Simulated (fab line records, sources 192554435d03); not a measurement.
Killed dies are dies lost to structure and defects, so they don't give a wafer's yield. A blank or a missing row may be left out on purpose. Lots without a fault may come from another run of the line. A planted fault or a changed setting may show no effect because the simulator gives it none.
Chamber matching | flow n5_finfet | N5_BEOL_M8_CVD_78 on cvd_co-01: 3 sister chambers
The step deposits Co from CCTBA/H2, target thk 2 nm, time 142.3 s. 6 wafers are shown with their chamber, then 7 later ones without.

WAFERS WITH THEIR CHAMBER
wafer  | chamber | run_length_s (s)
L337.2 | 2       | 165.1
L337.4 | 1       | 164.8
L337.5 | 0       | 164.7
L339.1 | 1       | 165.1
L339.5 | 0       | 164.4
L339.6 | 2       | 165.8

WAFERS WITHOUT THEIR CHAMBER
wafer  | run_length_s (s)
L341.1 | 165.4
L341.2 | 164.5
L341.4 | 164.9
L340.1 | 164.7
L340.4 | 165.5
L350.1 | 164.3
L347.4 | 164.4

WHICH CHAMBER EACH WENT THROUGH
wafer  | from the rows above          | in truth
L341.1 | can't be placed: 2 or 1      | 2
L341.2 | can't be placed: 0 or 1      | 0
L341.4 | can't be placed: 1 or 0 or 2 | 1
L340.1 | can't be placed: 0 or 1 or 2 | 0
L340.4 | can't be placed: 2 or 1      | 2
L350.1 | can't be placed: 0 or 1      | 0
L347.4 | can't be placed: 0 or 1      | 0
Placed correctly: 0 of 7. Can't be placed from these rows: 7 (the true chamber is among the candidates in 7). Placed wrongly: 0.
How it was worked out, from the rows above alone: a wafer's distance from a chamber is the root of the sum, over the readings, of the square of ((its reading less the chamber's mean) divided by the reading's scatter). The wafer belongs to the nearest chamber; if the next one is less than 2 further off, it can't be placed. A chamber's mean is the mean of its shown wafers. The scatter: the root of (the sum of the squares of (reading less its chamber's mean) over the shown wafers, divided by (wafers less chambers)).
